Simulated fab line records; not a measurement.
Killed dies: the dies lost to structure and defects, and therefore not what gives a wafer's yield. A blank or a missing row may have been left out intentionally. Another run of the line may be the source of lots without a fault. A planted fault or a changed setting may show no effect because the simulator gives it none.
fab line records	flow nand-harc
record: lots: 12	wafers: 36	last-day: 33
route steps=1302 shown A_CHANNEL_HOLE_D1@475 A_CHANNEL_FILL_D1@496 END@1302
lots that met no fault: from a run of the same line without faults
start-h: start of the lot's first displayed wafer, in hours after the record's first day	wait-h: hours from the lot's prior step to this one	" same as the row above	L1.1+2: one row covering several wafers at once	- either no value or no given start	* or withheld: withheld	< > ~ a bound
route shown NAME@n: NAME is a module with steps in the file, n the number in the route of the first one	usual: the fault-free wafers' mean and standard deviation	same: alike in all rows	chamber/n: place in a boat	sites: readings site by site	_std_site: standard deviation across them	_edge_site: the outer-site mean with the inner-site mean subtracted	radius-mm: for every site, how far away it sits from the centre of the wafer	mask NAME#n: copy n	behind: tool/chamber where the wafer was last shaped	hold: cause of the lot's hold/its duration in hours/its outcome	device: the n, p or np transistor that did not switch	end of line: at the end of the route, the tests of the same wafers	where a step has no rows: the recipe by itself	killed: at the first sort, the dies lost to defects and structure; wafer yield is something else	map: the dies of a wafer, with x for killed, . for not killed, _ for no die there
set.NAME: the setting that was run; set.NAME@STEP: the one run at that earlier step	model.NAME: the simulator's own value behind a step, which no gauge read
a sample of lots followed through the steps of the route, with each step as a table and each wafer as a row
services: a tool's chamber out of use, with start hour (start-h, from the record's first day; less than 0 if before it), hours out, and reason
== steps ==
step: NHARC_A_CHANNEL_HOLE_D1_ETCH_23
recipe: bias-v: 5000	source-w: withheld	pressure-mtorr: 20	time-s: 819	ar-flow-sccm: 375	c4f8-flow-sccm: 89.3	o2-flow-sccm: 35.7	temp-c: -20	target-depth-a: 16000	chemistry: C4F8/O2/Ar
usual: drypump-motor-current-A: 5.62/0.29	showerhead-plenum-p-Torr: 3.58/0.15	throttle-valve-pct: 32.155/0.0092
lot.wafer	tool	chamber	start-h	wait-h	drypump-motor-current-A	rf-hours-counter-h	showerhead-plenum-p-Torr	throttle-valve-pct
L818.2	har-etch-01	0	197.26	0.5	5.71	94	3.74	32.157
L818.4	"	1	"	"	5.17	-	3.48	32.141
L818.3	"	0	"	"	5.69	-	3.74	32.157
L823.1	har-etch-01	1	235.03	0.5	5.17	116	3.47	32.148
L823.4	"	0	"	"	5.71	-	3.72	32.158
L823.6	"	1	"	"	5.18	-	3.47	32.165
L827.1	har-etch-02	1	283.83	0.5	5.88	364	3.52	32.154
L827.2	"	0	"	"	5.85	364	3.45	32.156
L827.4	"	0	"	"	5.83	-	3.45	32.147
L830.3	har-etch-01	0	327.47	0.5	5.73	-	3.70	32.143
L830.5	"	0	"	"	5.70	-	3.70	32.152
L830.6	"	1	"	"	5.18	-	3.44	32.177
L833.1	har-etch-01	1	344.39	0.5	5.19	174	3.44	32.171
L833.2	"	0	"	"	5.69	174	3.69	32.184
L833.5	"	0	"	"	5.70	-	3.69	32.162
L834.2	har-etch-02	1	358.42	0.5	5.89	406	3.49	32.144
L834.6	"	1	"	"	5.88	-	3.49	32.153
L834.5	"	0	"	"	5.84	-	3.43	32.158
L835.1	har-etch-01	0	365.15	0.5	5.69	189	3.68	32.146
L835.3	"	0	"	"	5.71	-	3.68	32.160
L835.6	"	1	"	"	5.18	-	3.43	32.155
L836.3	har-etch-01	0	382.01	0.5	5.74	-	3.68	32.156
L836.4	"	1	"	"	5.19	-	3.42	32.154
L836.5	"	1	"	"	5.18	-	3.42	32.145
L837.1	har-etch-01	0	386.05	0.5	5.71	204	3.68	32.153
L837.6	"	1	"	"	5.18	-	3.42	32.164
L837.5	"	0	"	"	5.71	-	3.67	32.155
L838.1	har-etch-02	0	398.35	0.5	5.86	1	3.93	32.161
L838.2	"	1	"	"	5.85	1	3.93	32.150
L838.3	"	1	"	"	5.86	-	3.93	32.144
L839.3	har-etch-02	0	402.75	0.5	5.86	-	3.93	32.164
L839.4	"	1	"	"	5.86	-	3.93	32.152
L839.6	"	0	"	"	5.85	-	3.93	32.142
L840.1	har-etch-01	1	411.58	0.5	5.18	227	3.41	32.154
L840.4	"	0	"	"	5.72	-	3.66	32.153
L840.5	"	1	"	"	5.18	-	3.41	32.152
step: NHARC_A_CHANNEL_HOLE_D1_STRIP_27
recipe: o2-flow-sccm: 500	ar-flow-sccm: 0	bias-w: 0	chemistry: O2
usual: drypump-motor-current-A: 6.1/0.48	oes-product-au: 0.993/0.013	rf-vpp-V: 57.9/0.85	showerhead-plenum-p-Torr: 3.55/0.16	throttle-valve-pct: 17.036/0.0097
lot.wafer	tool	chamber	start-h	wait-h	drypump-motor-current-A	oes-product-au	rf-hours-counter-h	rf-vpp-V	showerhead-plenum-p-Torr	throttle-valve-pct
L818.2	rie-diel-04	1	-	-	6.1	1.003	3	58.2	3.41	17.031
L818.3	"	2	"	"	5.6	1.004	2	57.2	3.45	17.040
L818.4	"	3	"	"	6.1	0.994	2	56.6	3.81	17.055
L823.4	rie-diel-11	0	-	-	6.8	1.003	11	57.4	3.33	17.058
L823.1	"	1	"	"	6.1	0.971	13	57.4	3.74	17.024
L823.6	"	3	"	"	6.4	0.978	-	57.8	3.59	17.035
L827.4	rie-diel-11	1	-	-	6.0	1.008	4	58.8	3.73	17.036
L827.1	"	3	"	"	6.4	0.978	3	58.9	3.59	17.032
L827.2	"	0	"	"	6.8	1.009	3	57.1	3.33	17.058
L830.3	rie-diel-11	0	-	-	6.8	0.997	7	57.4	3.32	17.030
L830.6	"	3	"	"	6.4	0.987	-	57.4	3.59	17.016
L830.5	"	0	"	"	6.8	1.014	-	58.8	3.32	17.026
L833.1	rie-diel-11	3	-	-	6.4	0.967	9	57.4	3.59	17.026
L833.2	"	0	"	"	6.8	1.003	9	58.0	3.32	17.033
L833.5	"	3	"	"	6.4	0.980	-	58.3	3.59	17.049
L834.2	rie-diel-11	1	-	-	6.1	0.987	10	58.0	3.73	17.047
L834.5	"	2	"	"	5.4	0.986	-	57.7	3.64	17.043
L834.6	"	3	"	"	6.4	0.987	-	58.3	3.59	17.029
L835.3	rie-diel-11	3	-	-	6.4	0.991	11	56.6	3.58	17.031
L835.1	"	0	"	"	6.8	1.017	11	55.9	3.32	17.034
L835.6	"	3	"	"	6.4	0.982	-	57.4	3.58	17.040
L836.3	rie-diel-11	3	-	-	6.4	0.987	13	58.9	3.58	17.050
L836.4	"	0	"	"	6.8	1.014	12	57.1	3.32	17.037
L836.5	"	2	"	"	5.4	0.980	-	57.0	3.64	17.037
L837.1	rie-diel-04	2	-	-	5.6	1.007	8	58.4	3.42	17.026
L837.5	"	0	"	"	5.5	0.990	-	57.8	3.56	17.015
L837.6	"	1	"	"	6.1	1.012	-	56.4	3.39	17.013
L838.2	rie-diel-11	1	-	-	6.0	0.994	12	58.1	3.73	17.031
L838.3	"	2	"	"	5.4	0.986	10	57.6	3.64	17.030
L838.1	"	3	"	"	6.4	0.985	14	57.3	3.58	17.033
L839.4	rie-diel-04	3	-	-	6.2	1.006	14	56.9	3.77	17.027
L839.3	"	1	"	"	6.1	1.009	14	57.6	3.38	17.026
L839.6	"	2	"	"	5.6	1.012	-	58.7	3.42	17.034
L840.4	rie-diel-11	3	-	-	6.4	0.965	15	57.7	3.58	17.035
L840.1	"	2	"	"	5.4	0.986	11	59.2	3.64	17.031
L840.5	"	3	"	"	6.4	0.971	-	57.6	3.58	17.062
step: NHARC_A_CHANNEL_HOLE_D1_XSEM_31
recipe: landing-energy-ev: 35000
usual: bot-cd-nm: 75.4/1.6	bow-nm: 8.67/0.23	tilt-deg: 0.07/0.034
lot.wafer	tool	chamber	start-h	wait-h	bot-cd-nm	bow-nm	tilt-deg
L818.2	xsem-01	0	201.31	0.1	75.9	8.55	0.12
L818.3	"	0	"	"	77.1	8.54	0.12
L818.4	"	0	"	"	77.3	8.51	0.12
L823.1	xsem-01	0	239.18	0.1	75.1	8.83	0.02
L823.4	"	0	"	"	76.8	8.82	0.02
L823.6	"	0	"	"	75.4	8.88	0.02
L827.1	xsem-02	0	288.02	0.1	75.1	8.65	0.14
L827.2	"	0	"	"	74.4	8.68	0.14
L827.4	"	0	"	"	75.9	8.55	0.14
L830.3	xsem-01	0	331.40	0.1	75.2	8.49	0.07
L830.5	"	0	"	"	77.0	8.55	0.07
L830.6	"	0	"	"	74.1	8.61	0.06
L833.1	xsem-02	0	348.77	0.1	73.1	8.51	0.02
L833.2	"	0	"	"	76.4	8.60	0.02
L833.5	"	0	"	"	75.2	8.56	0.02
L834.2	xsem-02	0	362.58	0.1	75.3	8.72	0.08
L834.5	"	0	"	"	77.5	8.66	0.08
L834.6	"	0	"	"	74.6	8.73	0.08
L835.1	xsem-01	0	369.19	0.1	75.0	8.26	0.04
L835.3	"	0	"	"	72.9	8.35	0.04
L835.6	"	0	"	"	76.6	8.29	0.04
L836.3	xsem-02	0	385.96	0.1	75.7	8.73	0.07
L836.4	"	0	"	"	75.5	8.73	0.07
L836.5	"	0	"	"	74.6	8.78	0.07
L837.1	xsem-01	0	390.11	0.1	76.7	8.87	0.03
L837.5	"	0	"	"	77.1	9.01	0.03
L837.6	"	0	"	"	77.0	8.94	0.03
L838.1	xsem-02	0	402.55	0.1	76.4	8.49	0.08
L838.2	"	0	"	"	76.7	8.53	0.08
L838.3	"	0	"	"	75.6	8.52	0.08
L839.3	xsem-02	0	406.72	0.1	76.0	8.46	0.12
L839.4	"	0	"	"	75.9	8.45	0.12
L839.6	"	0	"	"	75.6	8.46	0.12
L840.1	xsem-02	0	415.75	0.1	78.1	8.07	0.06
L840.4	"	0	"	"	77.0	8.03	0.06
L840.5	"	0	"	"	75.9	8.10	0.06
step: NHARC_A_CHANNEL_FILL_D1_ALD_16
recipe: target-thk-a: 15	pulse-time-s: 10	ald-cycles: 15	temp-c: 300	material: SiO2
usual: ald-cycles: 15/0	heater-power-w: 470/40	precursor-pulse-height-rel: 0.998/0.02
lot.wafer	tool	chamber	start-h	wait-h	ald-cycles	heater-power-w	precursor-pulse-height-rel
L818.2	ald-hk-04	2	213.83	0.1	15	502	1.030
L818.4	"	3	"	"	15	468	0.999
L818.3	"	0	"	"	15	396	1.006
L823.4	ald-hk-02	1	251.68	0.1	15	411	0.981
L823.1	"	2	"	"	15	450	1.002
L823.6	"	0	"	"	15	471	0.993
L827.2	ald-hk-04	2	298.63	0.0	15	554	0.969
L827.1	"	3	"	"	15	499	1.040
L827.4	"	0	"	"	21	415	0.976
L830.3	ald-hk-02	2	343.92	0.0	15	464	1.045
L830.5	"	2	"	"	15	447	1.004
L830.6	"	3	"	"	15	404	0.991
L833.2	ald-hk-03	2	361.49	0.2	15	526	0.982
L833.1	"	0	"	"	15	484	1.009
L833.5	"	2	"	"	15	531	1.005
L834.2	ald-hk-02	1	377.60	1.9	15	430	1.009
L834.6	"	3	"	"	15	396	1.012
L834.5	"	0	"	"	15	462	0.953
L835.3	ald-hk-04	0	383.27	0.1	15	421	1.020
L835.1	"	1	"	"	15	480	1.004
L835.6	"	2	"	"	15	543	1.009
L836.3	ald-hk-02	3	400.34	0.0	15	401	1.005
L836.4	"	1	"	"	15	417	0.976
L836.5	"	3	"	"	15	411	1.015
L837.1	ald-hk-04	3	400.43	0.1	15	498	0.997
L837.6	"	0	"	"	15	409	1.015
L837.5	"	1	"	"	15	486	0.998
L838.2	ald-hk-02	1	415.73	0.0	15	427	0.985
L838.3	"	2	"	"	15	464	1.006
L838.1	"	3	"	"	15	405	0.976
L839.3	ald-hk-04	1	419.25	0.0	15	479	1.023
L839.4	"	0	"	"	15	406	0.980
L839.6	"	1	"	"	15	489	1.024
L840.1	ald-hk-03	1	428.20	0.0	15	479	0.988
L840.4	"	2	"	"	15	491	0.996
L840.5	"	1	"	"	15	487	0.999
step: NHARC_END_SORT_01
recipe: temp-c: 25
usual: killed-at-array: 56/20	killed-at-other: 0.9/1.1	killed-at-periphery: 3.7/3	killed-dies: 61/21	killed-open: 2.9/1.6	killed-short: 2.6/1.4
same: gross-dies: 677
lot.wafer	tool	chamber	start-h	wait-h	killed-at-array	killed-at-other	killed-at-periphery	killed-dies	killed-open	killed-short
L818.2	prober-02	0	574.35	2.8	26	0	4	30	1	3
L818.3	prober-02	0	575.15	3.1	32	2	9	43	3	3
L818.4	prober-02	0	575.95	3.4	35	1	6	42	5	2
L823.1	prober-02	0	614.94	2.5	76	0	2	78	0	3
L823.4	prober-02	0	617.36	3.4	63	1	2	66	3	4
L823.6	prober-02	0	618.98	4.0	72	0	1	73	2	2
L827.1	prober-02	0	668.87	2.5	89	2	5	96	0	2
L827.2	prober-02	0	669.67	2.8	77	2	2	81	1	1
L827.4	prober-02	0	671.27	3.4	58	1	3	62	5	4
L830.3	prober-02	0	710.22	3.1	50	0	2	52	1	3
L830.5	prober-02	0	711.81	3.7	52	0	2	54	5	2
L830.6	prober-02	0	712.60	4.0	54	1	0	55	2	7
L833.1	prober-01	0	718.01	2.5	65	3	5	73	2	0
L833.2	prober-01	0	718.82	2.8	64	1	3	68	6	2
L833.5	prober-01	0	721.24	3.7	74	4	6	84	4	2
L835.1	prober-02	0	737.30	2.5	25	0	11	36	5	2
L835.3	prober-02	0	738.88	3.1	33	0	9	42	3	4
L835.6	prober-02	0	741.25	4.0	22	0	6	28	8	1
L834.2	prober-01	0	738.07	2.8	98	0	2	100	2	4
L834.5	prober-01	0	740.46	3.7	106	0	1	107	2	2
L834.6	prober-01	0	741.25	4.0	123	0	4	127	4	1
L836.3	prober-01	0	763.38	3.1	64	0	2	66	3	3
L836.4	prober-01	0	764.18	3.4	76	0	4	80	5	2
L836.5	prober-01	0	764.98	3.7	68	0	4	72	1	2
L837.1	prober-01	0	769.51	2.4	37	0	11	48	5	2
L837.5	prober-01	0	772.71	3.7	34	0	14	48	4	1
L837.6	prober-01	0	773.51	4.0	22	0	8	30	3	1
L838.1	prober-02	0	772.87	2.5	57	5	0	62	2	2
L838.2	prober-02	0	773.68	2.8	54	4	4	62	2	3
L838.3	prober-02	0	774.49	3.1	63	2	1	66	4	3
L840.1	prober-01	0	779.38	2.5	73	1	3	77	3	2
L840.4	prober-01	0	781.77	3.4	52	0	3	55	2	4
L840.5	prober-01	0	782.56	3.7	49	1	2	52	4	1
L839.3	prober-02	0	782.36	3.1	44	2	4	50	2	0
L839.4	prober-02	0	783.17	3.4	50	1	2	53	2	5
L839.6	prober-02	0	784.77	4.0	52	1	4	57	2	4
killed by level:class
L818.2 A_CHANNEL_HOLE_D2:chamber-film-flake=8 A_SGD_CUT:chamber-film-flake=4 A_STAIRCASE:chamber-film-flake=3 A_CONTACT:chamber-film-flake=3 A_ZERO_WELL:chamber-film-flake=2 A_CHANNEL_HOLE_D1:chamber-film-flake=2 P_CONTACT:geometric-particle:short=1 A_SOURCE_PLATE:geometric-particle:open=1
L818.3 A_STAIRCASE:chamber-film-flake=9 A_CHANNEL_HOLE_D2:chamber-film-flake=8 P_ZERO_WELL:chamber-film-flake=3 A_SGD_CUT:chamber-film-flake=3 P_M1:chamber-film-flake=2 P_BONDPAD:chamber-film-flake=2 A_CHANNEL_HOLE_D1:chamber-film-flake=2 A_CHANNEL_FILL_D1:chamber-film-flake=2
L818.4 A_CHANNEL_HOLE_D2:chamber-film-flake=10 A_STAIRCASE:chamber-film-flake=10 A_WL_FILL:chamber-film-flake=4 P_ZERO_WELL:chamber-film-flake=2 A_CHANNEL_HOLE_D1:chamber-film-flake=2 P_M0:geometric-particle:open=1 P_M1:geometric-particle:open=1 A_SOURCE_PLATE:geometric-particle:open=1
L823.1 A_SLIT:chamber-film-flake=28 A_CHANNEL_HOLE_D2:chamber-film-flake=26 A_CONTACT:chamber-film-flake=11 A_WL_FILL:chamber-film-flake=4 A_SGD_CUT:chamber-film-flake=3 A_ONON_D2:geometric-particle:short=2 P_ZERO_WELL:chamber-film-flake=2 A_WL_FILL:geometric-particle:short=1
L823.4 A_SLIT:chamber-film-flake=26 A_CHANNEL_HOLE_D2:chamber-film-flake=16 A_CONTACT:chamber-film-flake=6 A_WL_FILL:chamber-film-flake=4 A_CHANNEL_HOLE_D1:chamber-film-flake=3 A_SGD_CUT:chamber-film-flake=3 A_CHANNEL_FILL_D2:geometric-particle:short=2 P_M2:geometric-particle:open=1
L823.6 A_SLIT:chamber-film-flake=38 A_CHANNEL_HOLE_D2:chamber-film-flake=18 A_CONTACT:chamber-film-flake=7 A_CHANNEL_HOLE_D1:chamber-film-flake=2 A_CHANNEL_FILL_D1:chamber-film-flake=2 A_DECK1_JOINT:geometric-particle:short=1 A_ONON_D2:geometric-particle:open=1 A_WL_FILL:geometric-particle:short=1
L827.1 A_SLIT:chamber-film-flake=33 A_CHANNEL_HOLE_D1:chamber-film-flake=30 A_CHANNEL_HOLE_D2:chamber-film-flake=14 A_CONTACT:chamber-film-flake=4 P_GATE:chamber-film-flake=3 A_STAIRCASE:chamber-film-flake=3 P_STI:chamber-film-flake=2 A_BLC:chamber-film-flake=2
L827.2 A_SLIT:chamber-film-flake=25 A_CHANNEL_HOLE_D1:chamber-film-flake=23 A_CHANNEL_HOLE_D2:chamber-film-flake=16 A_CONTACT:chamber-film-flake=5 A_STAIRCASE:chamber-film-flake=3 P_GATE:chamber-film-flake=2 A_SGD_CUT:geometric-particle:open=1 A_WL_FILL:geometric-particle:short=1
L827.4 A_CHANNEL_HOLE_D1:chamber-film-flake=21 A_SLIT:chamber-film-flake=18 A_CHANNEL_HOLE_D2:chamber-film-flake=6 A_CONTACT:chamber-film-flake=3 A_BONDPAD:chamber-film-flake=3 A_ONON_D1:geometric-particle:short=2 P_GATE:geometric-particle:open=1 A_ONON_D1:geometric-particle:open=1
L830.3 A_CHANNEL_HOLE_D2:chamber-film-flake=22 A_CHANNEL_HOLE_D1:chamber-film-flake=8 A_CONTACT:chamber-film-flake=8 A_BLC:chamber-film-flake=3 A_ZERO_WELL:chamber-film-flake=2 A_STAIRCASE:chamber-film-flake=2 A_SLIT:chamber-film-flake=2 P_M0:geometric-particle:short=1
L830.5 A_CHANNEL_HOLE_D2:chamber-film-flake=16 A_CONTACT:chamber-film-flake=13 A_CHANNEL_HOLE_D1:chamber-film-flake=8 A_BLC:chamber-film-flake=4 A_SLIT:chamber-film-flake=3 A_ONON_D1:geometric-particle:open=2 A_STAIRCASE:chamber-film-flake=2 P_STI:geometric-particle:open=1
L830.6 A_CHANNEL_HOLE_D2:chamber-film-flake=21 A_CONTACT:chamber-film-flake=7 A_CHANNEL_HOLE_D1:chamber-film-flake=6 A_SLIT:chamber-film-flake=5 A_DECK1_JOINT:chamber-film-flake=2 A_STAIRCASE:chamber-film-flake=2 A_SOURCE_PLATE:geometric-particle:short=1 A_ONON_D1:geometric-particle:short=1
L833.1 A_SLIT:chamber-film-flake=31 A_CHANNEL_HOLE_D2:chamber-film-flake=14 A_CHANNEL_HOLE_D1:chamber-film-flake=6 A_STAIRCASE:chamber-film-flake=4 A_CONTACT:chamber-film-flake=4 THIN_TSV:chamber-film-flake=3 A_WL_FILL:chamber-film-flake=3 P_GATE:chamber-film-flake=2
L833.2 A_SLIT:chamber-film-flake=23 A_CHANNEL_HOLE_D2:chamber-film-flake=19 A_CHANNEL_HOLE_D1:chamber-film-flake=4 A_STAIRCASE:chamber-film-flake=4 A_CONTACT:chamber-film-flake=3 A_DECK1_JOINT:geometric-particle:open=2 P_M2:chamber-film-flake=2 A_M1:chamber-film-flake=2
L833.5 A_SLIT:chamber-film-flake=36 A_CHANNEL_HOLE_D2:chamber-film-flake=17 A_CHANNEL_HOLE_D1:chamber-film-flake=7 A_STAIRCASE:chamber-film-flake=6 THIN_TSV:chamber-film-flake=4 P_GATE:chamber-film-flake=2 A_WL_FILL:chamber-film-flake=2 P_STI:geometric-particle:open=1
L835.1 A_CHANNEL_HOLE_D1:chamber-film-flake=14 A_SLIT:chamber-film-flake=5 P_M1:geometric-particle:open=3 P_M1:chamber-film-flake=3 P_GATE:chamber-film-flake=2 P_M0:geometric-particle:short=1 A_ONON_D1:geometric-particle:open=1 A_ONON_D1:geometric-particle:short=1
L834.2 A_SLIT:chamber-film-flake=30 A_CHANNEL_HOLE_D1:chamber-film-flake=26 A_CHANNEL_HOLE_D2:chamber-film-flake=20 A_CONTACT:chamber-film-flake=9 A_WL_FILL:geometric-particle:short=3 A_STAIRCASE:chamber-film-flake=3 A_SGD_CUT:chamber-film-flake=2 A_ONON_D1:geometric-particle:open=1
L835.3 A_CHANNEL_HOLE_D1:chamber-film-flake=14 A_SLIT:chamber-film-flake=7 P_GATE:chamber-film-flake=6 A_ONON_D1:geometric-particle:short=2 A_STAIRCASE:chamber-film-flake=2 A_CONTACT:chamber-film-flake=2 P_GATE:geometric-particle:open=1 A_CHANNEL_FILL_D1:geometric-particle:open=1
L834.5 A_SLIT:chamber-film-flake=35 A_CHANNEL_HOLE_D2:chamber-film-flake=27 A_CHANNEL_HOLE_D1:chamber-film-flake=20 A_STAIRCASE:chamber-film-flake=8 A_CONTACT:chamber-film-flake=4 A_SGD_CUT:chamber-film-flake=4 A_BLC:geometric-particle:open=2 A_WL_FILL:chamber-film-flake=2
L834.6 A_CHANNEL_HOLE_D2:chamber-film-flake=32 A_CHANNEL_HOLE_D1:chamber-film-flake=32 A_SLIT:chamber-film-flake=31 A_CONTACT:chamber-film-flake=13 A_STAIRCASE:chamber-film-flake=6 A_SGD_CUT:chamber-film-flake=5 A_BLC:geometric-particle:open=2 P_M2:chamber-film-flake=2
L835.6 A_CHANNEL_HOLE_D1:chamber-film-flake=8 P_GATE:chamber-film-flake=4 A_ONON_D1:geometric-particle:open=2 A_SLIT:chamber-film-flake=2 P_GATE:geometric-particle:open=1 A_CHANNEL_FILL_D1:geometric-particle:open=1 A_CHANNEL_FILL_D1:geometric-particle:short=1 A_DECK1_JOINT:geometric-particle:open=1
L836.3 A_SLIT:chamber-film-flake=23 A_CHANNEL_HOLE_D2:chamber-film-flake=22 A_CHANNEL_HOLE_D1:chamber-film-flake=10 P_GATE:chamber-film-flake=2 A_DECK1_JOINT:geometric-particle:short=1 A_ONON_D2:geometric-particle:short=1 A_CHANNEL_FILL_D2:geometric-particle:open=1 A_WL_FILL:geometric-particle:short=1
L836.4 A_SLIT:chamber-film-flake=31 A_CHANNEL_HOLE_D2:chamber-film-flake=26 A_CHANNEL_HOLE_D1:chamber-film-flake=11 A_WL_FILL:geometric-particle:open=2 P_GATE:chamber-film-flake=2 P_STI:geometric-particle:short=1 A_CHANNEL_FILL_D1:geometric-particle:open=1 A_ONON_D2:geometric-particle:open=1
L836.5 A_SLIT:chamber-film-flake=21 A_CHANNEL_HOLE_D2:chamber-film-flake=19 A_CHANNEL_HOLE_D1:chamber-film-flake=16 P_GATE:chamber-film-flake=3 A_STAIRCASE:chamber-film-flake=3 A_CHANNEL_FILL_D2:chamber-film-flake=2 A_CONTACT:chamber-film-flake=2 A_DECK1_JOINT:geometric-particle:open=1
L837.1 A_CHANNEL_HOLE_D1:chamber-film-flake=15 A_CONTACT:chamber-film-flake=9 P_M2:chamber-film-flake=5 P_CONTACT:chamber-film-flake=4 A_SLIT:chamber-film-flake=3 A_DECK1_JOINT:geometric-particle:open=2 A_WL_FILL:chamber-film-flake=2 P_GATE:chamber-film-flake=2
L837.5 A_CHANNEL_HOLE_D1:chamber-film-flake=14 A_SLIT:chamber-film-flake=10 P_CONTACT:chamber-film-flake=8 A_CONTACT:chamber-film-flake=4 P_GATE:chamber-film-flake=3 A_CHANNEL_HOLE_D1:geometric-particle:open=2 A_DECK1_JOINT:geometric-particle:short=1 A_CONTACT:geometric-particle:open=1
L838.1 A_SLIT:chamber-film-flake=33 A_CONTACT:chamber-film-flake=8 A_M1:chamber-film-flake=4 THIN_TSV:chamber-film-flake=4 A_CHANNEL_HOLE_D1:unspecified=3 A_CHANNEL_HOLE_D1:chamber-film-flake=2 A_STAIRCASE:chamber-film-flake=2 A_WL_FILL:chamber-film-flake=2
L837.6 A_CHANNEL_HOLE_D1:chamber-film-flake=7 A_CONTACT:chamber-film-flake=5 P_M2:chamber-film-flake=4 P_CONTACT:chamber-film-flake=3 A_SLIT:chamber-film-flake=3 A_CHANNEL_FILL_D2:chamber-film-flake=2 A_M0:geometric-particle:open=2 A_WL_FILL:chamber-film-flake=2
L838.2 A_SLIT:chamber-film-flake=33 A_CONTACT:chamber-film-flake=10 THIN_TSV:chamber-film-flake=4 A_CHANNEL_HOLE_D1:unspecified=3 P_CONTACT:geometric-particle:open=2 A_M1:chamber-film-flake=2 A_DECK1_JOINT:geometric-particle:short=1 A_ONON_D2:geometric-particle:short=1
L838.3 A_SLIT:chamber-film-flake=31 A_CONTACT:chamber-film-flake=14 A_M1:chamber-film-flake=5 A_CHANNEL_HOLE_D1:chamber-film-flake=2 A_WL_FILL:chamber-film-flake=2 THIN_TSV:chamber-film-flake=2 A_ONON_D1:geometric-particle:open=1 A_ONON_D1:geometric-particle:short=1
L840.1 A_SLIT:chamber-film-flake=43 A_CHANNEL_HOLE_D1:chamber-film-flake=25 P_M0:geometric-particle:short=1 P_M0:geometric-particle:open=1 P_M1:geometric-particle:open=1 A_ONON_D1:geometric-particle:open=1 A_M0:geometric-particle:short=1 A_CHANNEL_FILL_D1:chamber-film-flake=1
L840.4 A_SLIT:chamber-film-flake=22 A_CHANNEL_HOLE_D1:chamber-film-flake=18 A_CONTACT:chamber-film-flake=6 A_CHANNEL_FILL_D2:geometric-particle:short=2 P_ZERO_WELL:chamber-film-flake=2 P_M1:geometric-particle:open=1 A_CHANNEL_FILL_D2:geometric-particle:open=1 A_WL_FILL:geometric-particle:short=1
L839.3 A_CHANNEL_HOLE_D2:chamber-film-flake=30 A_SLIT:chamber-film-flake=8 P_GATE:chamber-film-flake=2 A_ZERO_WELL:chamber-film-flake=2 THIN_TSV:chamber-film-flake=2 P_M0:geometric-particle:open=1 A_M0:geometric-particle:open=1 P_ZERO_WELL:chamber-film-flake=1
L840.5 A_SLIT:chamber-film-flake=27 A_CHANNEL_HOLE_D1:chamber-film-flake=13 A_CONTACT:chamber-film-flake=2 A_ONON_D1:geometric-particle:open=1 A_CHANNEL_FILL_D1:geometric-particle:open=1 A_DECK1_JOINT:geometric-particle:short=1 A_CHANNEL_HOLE_D2:geometric-particle:open=1 A_M0:geometric-particle:open=1
L839.4 A_CHANNEL_HOLE_D2:chamber-film-flake=35 A_SLIT:chamber-film-flake=7 A_CHANNEL_FILL_D2:geometric-particle:short=2 P_CONTACT:geometric-particle:open=1 P_BONDPAD:geometric-particle:short=1 A_CHANNEL_FILL_D1:geometric-particle:open=1 A_WL_FILL:geometric-particle:short=1 A_M0:geometric-particle:short=1
L839.6 A_CHANNEL_HOLE_D2:chamber-film-flake=35 A_SLIT:chamber-film-flake=8 A_WL_FILL:geometric-particle:short=2 P_STI:chamber-film-flake=2 A_ZERO_WELL:chamber-film-flake=2 A_SGD_CUT:chamber-film-flake=2 P_CONTACT:geometric-particle:short=1 P_CONTACT:geometric-particle:open=1
== services ==
tool	chamber	start-h	hours	kind
rie-diel-04	-	177.90	9.0	pm
har-etch-02	-	182.83	0.4	repair
rie-diel-11	0	185.50	-	clean
rie-diel-11	1	185.50	-	clean
rie-diel-11	2	185.50	-	clean
rie-diel-11	3	185.50	-	clean
rie-diel-11	0	210.00	-	clean
rie-diel-11	1	210.00	-	clean
rie-diel-11	2	210.00	-	clean
rie-diel-11	3	210.00	-	clean
ald-hk-03	-	214.63	10.0	pm
rie-diel-11	0	234.50	-	clean
rie-diel-11	1	234.50	-	clean
rie-diel-11	2	234.50	-	clean
rie-diel-11	3	234.50	-	clean
ald-hk-04	-	254.67	10.0	pm
rie-diel-11	-	255.50	9.0	pm
ald-hk-02	-	262.80	17.9	repair
ald-hk-03	-	337.30	1.2	repair
rie-diel-11	2	339.15	14.0	repair
rie-diel-04	-	354.90	9.0	pm
xsem-01	-	374.00	14.0	pm
har-etch-02	-	379.92	17.0	pm
ald-hk-03	-	394.97	10.0	pm
== key ==
first-sign: step: NHARC_A_CHANNEL_FILL_D1_ALD_16	reading: ald-cycles	direction: up	sigmas: 99+	usual: 15	struck: 21
effect none on later readings
met-at NHARC_A_CHANNEL_FILL_D1_ALD_16
struck-lots L827
struck-wafers L827.4
tester-left-out L827
not-acting-at NHARC_A_CHANNEL_HOLE_D1_ETCH_23,NHARC_A_CHANNEL_HOLE_D1_STRIP_27,NHARC_A_CHANNEL_HOLE_D1_XSEM_31
onset-between 213.83 298.63
fault: kind: process-parameter-drift	tool: ald-hk-04	chamber: 0	onset-h: 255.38	steps: NHARC_A_CHANNEL_FILL_D1_ALD_16	channel: ald-cycles	offset: 6	shape: step	end-h: 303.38	acts-in: these-recipes-only	stated: 15
tester-left-out: of these lots the tester's yield and bins aren't shown, on N5 and GAA mostly nor the transistor test; their killed dies are dies lost to structure and defects alone, not to doping, threshold or leakage, so they don't give the yield
